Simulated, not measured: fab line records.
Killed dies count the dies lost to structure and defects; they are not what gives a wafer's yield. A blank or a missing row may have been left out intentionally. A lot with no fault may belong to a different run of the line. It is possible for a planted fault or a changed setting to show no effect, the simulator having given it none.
Split-lot experiment | flow n5Finfet | 7 lots, 39 wafers read, on a route of 1938 steps

## THE SPLIT
At N5_WELL_APT_EXPOSE_05 (exposes mask NWELL, defocus 0 nm, target cd 200 nm), the setting doseMj was moved away from the recipe's 20.3 on 12 of the 39 wafers read, by -6.8% to +4.1%. For the rest of the wafers, this setting stayed at what the recipe calls for.

## FROM THE SPLIT TO THE READING: what the file shows between them, 3 steps
- N5_WELL_APT_PEB_06: peb time 90 s
- N5_WELL_APT_DEVELOP_07: develop time 45 s
- N5_WELL_APT_HARDBAKE_12: time 120 s

## THE READING
cdNm, in nm, at N5_WELL_APT_CD_MEAS_08 (target cd 200 nm). On this fab line, fault-free wafers typically give 200.2 nm with a standard deviation of 2 nm.

wafer  | tool, chamber at the split | doseMj as run | against the recipe | cdNm, nm | against lot-mates on the recipe
L077.1 | krfScanner-02, 0           | 20.3          | recipe             | 203.0    | -
L077.2 | krfScanner-02, 0           | 20.3          | recipe             | 203.0    | -
L077.3 | krfScanner-02, 0           | 20.3          | recipe             | 200.1    | -
L077.4 | krfScanner-02, 0           | 20.3          | recipe             | 199.8    | -
L077.5 | krfScanner-02, 0           | 20.3          | recipe             | 199.6    | -
L077.6 | krfScanner-02, 0           | 20.3          | recipe             | 199.5    | -
L080.1 | krfScanner-02, 0           | 20.3          | recipe             | 202.3    | -
L080.2 | krfScanner-02, 0           | 20.3          | recipe             | 200.2    | -
L080.3 | krfScanner-02, 0           | 20.3          | recipe             | 203.1    | -
L080.4 | krfScanner-02, 0           | 20.3          | recipe             | 203.2    | -
L080.5 | krfScanner-02, 0           | 20.3          | recipe             | 205.4    | -
L080.6 | krfScanner-02, 0           | 20.3          | recipe             | 204.1    | -
L087.1 | krfScanner-01, 0           | 20.3          | recipe             | 200.2    | -
L087.2 | krfScanner-01, 0           | 20.3          | recipe             | 202.5    | -
L087.3 | krfScanner-01, 0           | 19.45         | -4.2%              | 198.8    | -2.4
L087.4 | krfScanner-01, 0           | 19.45         | -4.2%              | 196.2    | -5.0
L087.5 | krfScanner-01, 0           | 20.3          | recipe             | 201.0    | -
L087.6 | krfScanner-01, 0           | 19.45         | -4.2%              | 194.5    | -6.7
L089.1 | krfScanner-02, 0           | 20.3          | recipe             | 199.2    | -
L089.3 | krfScanner-02, 0           | 20.3          | recipe             | 197.6    | -
L089.4 | krfScanner-02, 0           | 20.3          | recipe             | 200.7    | -
L092.1 | krfScanner-02, 0           | 18.92         | -6.8%              | 186.6    | -11.3
L092.2 | krfScanner-02, 0           | 20.3          | recipe             | 198.7    | -
L092.3 | krfScanner-02, 0           | 18.92         | -6.8%              | 187.9    | -10.0
L092.4 | krfScanner-02, 0           | 20.3          | recipe             | 197.9    | -
L092.5 | krfScanner-02, 0           | 20.3          | recipe             | 197.1    | -
L092.6 | krfScanner-02, 0           | 18.92         | -6.8%              | 187.5    | -10.4
L094.1 | krfScanner-01, 0           | 20.71         | +2.0%              | 204.3    | +1.8
L094.2 | krfScanner-01, 0           | 20.3          | recipe             | 206.4    | -
L094.3 | krfScanner-01, 0           | 20.71         | +2.0%              | 206.0    | +3.5
L094.4 | krfScanner-01, 0           | 20.3          | recipe             | 200.1    | -
L094.5 | krfScanner-01, 0           | 20.71         | +2.0%              | 203.6    | +1.1
L094.6 | krfScanner-01, 0           | 20.3          | recipe             | 201.0    | -
L096.1 | krfScanner-02, 0           | 21.14         | +4.1%              | 207.0    | +5.9
L096.2 | krfScanner-02, 0           | 20.3          | recipe             | 201.0    | -
L096.3 | krfScanner-02, 0           | 20.3          | recipe             | 201.1    | -
L096.4 | krfScanner-02, 0           | 21.14         | +4.1%              | 205.9    | +4.8
L096.5 | krfScanner-02, 0           | 20.3          | recipe             | 201.2    | -
L096.6 | krfScanner-02, 0           | 21.14         | +4.1%              | 207.2    | +6.1

FIT RESULTS
A straight line over all 39 wafers: cdNm changes by +1.68 nm for each +1% of doseMj; r = +0.89; the points scatter about the line by 2.2 nm.
The same after taking each lot's own level away (the mean of its wafers on the recipe; 39 wafers): +1.4 nm for each +1%; r = +0.92; scatter 1.5 nm.
On that fit, the largest move of doseMj shifts the reading by 9.5 nm.
Across the lots, their own levels run from 197.90 to 203.05 nm, a range of 2.6 times the standard deviation given above.
Thus the slope moves with the lot-to-lot level: the two fits are different.
Check: with one of the wafers moved furthest among these (-6.8%) left out of the fit, the line predicts -9.16 nm for it against its lot-mates. It came out at -11.3 nm against them.

## THE WHOLE CHAIN: every reading that the file lists as answering this split, in the file's order
step                   | what it does             | reading                                                        | change (the file's fit)             | r (the file's)
N5_WELL_APT_CD_MEAS_08 | target cd 200 nm         | cdNm                                                           | +1.4 nm for each +1% of the setting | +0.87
N5_WELL_APT_DESCUM_13  | chemistry O2, time 7.9 s | WELL_APT.cdNm (the simulator's own value, which no gauge read) | +1.4 nm for each +1% of the setting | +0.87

## FILE'S OWN FIT
cdNm changes by +1.4 nm for each +1% of doseMj, r = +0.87.
